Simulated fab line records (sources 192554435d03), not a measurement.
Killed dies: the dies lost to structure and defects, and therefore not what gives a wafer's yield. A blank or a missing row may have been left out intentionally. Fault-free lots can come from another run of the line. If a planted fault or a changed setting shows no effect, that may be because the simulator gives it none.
Chamber matching / flow n5-finfet / N5_MOL_CONTACT_COAG_ETCH_15 on rie-diel-01: 4 sister chambers
The step etches SiNx in CH3F/O2, stops on Si:P, target depth 7 nm. 16 wafers are shown with their chamber, then 8 later ones without.

## WAFERS WITH THEIR CHAMBER
wafer=L074.2; chamber=3; drypump-motor-current-A (A)=5.4; showerhead-plenum-p-Torr (Torr)=1.99; rf-vpp-V (V)=296
wafer=L074.3; chamber=2; drypump-motor-current-A (A)=5.3; showerhead-plenum-p-Torr (Torr)=1.98; rf-vpp-V (V)=288
wafer=L074.6; chamber=1; drypump-motor-current-A (A)=6.4; showerhead-plenum-p-Torr (Torr)=2.04; rf-vpp-V (V)=298
wafer=L075.2; chamber=2; drypump-motor-current-A (A)=5.3; showerhead-plenum-p-Torr (Torr)=1.98; rf-vpp-V (V)=288
wafer=L075.5; chamber=1; drypump-motor-current-A (A)=6.4; showerhead-plenum-p-Torr (Torr)=2.04; rf-vpp-V (V)=299
wafer=L075.6; chamber=0; drypump-motor-current-A (A)=6.7; showerhead-plenum-p-Torr (Torr)=2.06; rf-vpp-V (V)=291
wafer=L077.2; chamber=2; drypump-motor-current-A (A)=5.3; showerhead-plenum-p-Torr (Torr)=1.98; rf-vpp-V (V)=290
wafer=L077.5; chamber=0; drypump-motor-current-A (A)=6.7; showerhead-plenum-p-Torr (Torr)=2.06; rf-vpp-V (V)=293
wafer=L077.6; chamber=1; drypump-motor-current-A (A)=6.4; showerhead-plenum-p-Torr (Torr)=2.04; rf-vpp-V (V)=299
wafer=L084.3; chamber=1; drypump-motor-current-A (A)=6.4; showerhead-plenum-p-Torr (Torr)=2.03; rf-vpp-V (V)=300
wafer=L084.4; chamber=2; drypump-motor-current-A (A)=5.3; showerhead-plenum-p-Torr (Torr)=1.98; rf-vpp-V (V)=289
wafer=L084.5; chamber=1; drypump-motor-current-A (A)=6.5; showerhead-plenum-p-Torr (Torr)=2.03; rf-vpp-V (V)=298
wafer=L091.1; chamber=3; drypump-motor-current-A (A)=5.5; showerhead-plenum-p-Torr (Torr)=1.98; rf-vpp-V (V)=294
wafer=L091.3; chamber=0; drypump-motor-current-A (A)=6.7; showerhead-plenum-p-Torr (Torr)=2.05; rf-vpp-V (V)=293
wafer=L091.4; chamber=1; drypump-motor-current-A (A)=6.4; showerhead-plenum-p-Torr (Torr)=2.03; rf-vpp-V (V)=300
wafer=L092.2; chamber=0; drypump-motor-current-A (A)=6.7; showerhead-plenum-p-Torr (Torr)=2.05; rf-vpp-V (V)=291

SIGNATURES (averages over the wafers above)
reading=drypump-motor-current-A; chamber 0=6.700; chamber 1=6.417; chamber 2=5.300; chamber 3=5.450; scatter within a chamber=0.0333
reading=showerhead-plenum-p-Torr; chamber 0=2.0550; chamber 1=2.0350; chamber 2=1.9800; chamber 3=1.9850; scatter within a chamber=0.005
reading=rf-vpp-V; chamber 0=292.00; chamber 1=299.00; chamber 2=288.75; chamber 3=295.00; scatter within a chamber=1.03
Rule: a wafer lies at a distance from a chamber equal to the root of the sum of squares, over the readings, of (its reading less the chamber's mean, divided by the reading's scatter). If the next closest chamber is less than 2 further off than the closest, the wafer can't be placed; otherwise it belongs to the closest. The scatter: take each reading less its chamber's mean, square it, sum over the shown wafers, divide by the number of wafers less the number of chambers, and take the root.

## WAFERS WITHOUT THEIR CHAMBER
wafer=L092.4; drypump-motor-current-A (A)=6.4; showerhead-plenum-p-Torr (Torr)=2.03; rf-vpp-V (V)=300
wafer=L092.6; drypump-motor-current-A (A)=5.5; showerhead-plenum-p-Torr (Torr)=1.98; rf-vpp-V (V)=295
wafer=L095.1; drypump-motor-current-A (A)=6.4; showerhead-plenum-p-Torr (Torr)=2.02; rf-vpp-V (V)=300
wafer=L095.3; drypump-motor-current-A (A)=5.5; showerhead-plenum-p-Torr (Torr)=1.97; rf-vpp-V (V)=295
wafer=L095.4; drypump-motor-current-A (A)=5.5; showerhead-plenum-p-Torr (Torr)=1.97; rf-vpp-V (V)=295
wafer=L096.2; drypump-motor-current-A (A)=5.5; showerhead-plenum-p-Torr (Torr)=1.97; rf-vpp-V (V)=295
wafer=L096.3; drypump-motor-current-A (A)=6.5; showerhead-plenum-p-Torr (Torr)=2.02; rf-vpp-V (V)=298
wafer=L096.4; drypump-motor-current-A (A)=6.4; showerhead-plenum-p-Torr (Torr)=2.02; rf-vpp-V (V)=298

## THE CHAMBER EACH PASSED THROUGH
wafer=L092.4; from the rows above=1; in truth=1
wafer=L092.6; from the rows above=3; in truth=3
wafer=L095.1; from the rows above=1; in truth=1
wafer=L095.3; from the rows above=3; in truth=3
wafer=L095.4; from the rows above=3; in truth=3
wafer=L096.2; from the rows above=3; in truth=3
wafer=L096.3; from the rows above=1; in truth=1
wafer=L096.4; from the rows above=1; in truth=1
Correctly placed: 8 of 8. Left unplaced by these rows: 0. Number placed wrongly: 0.
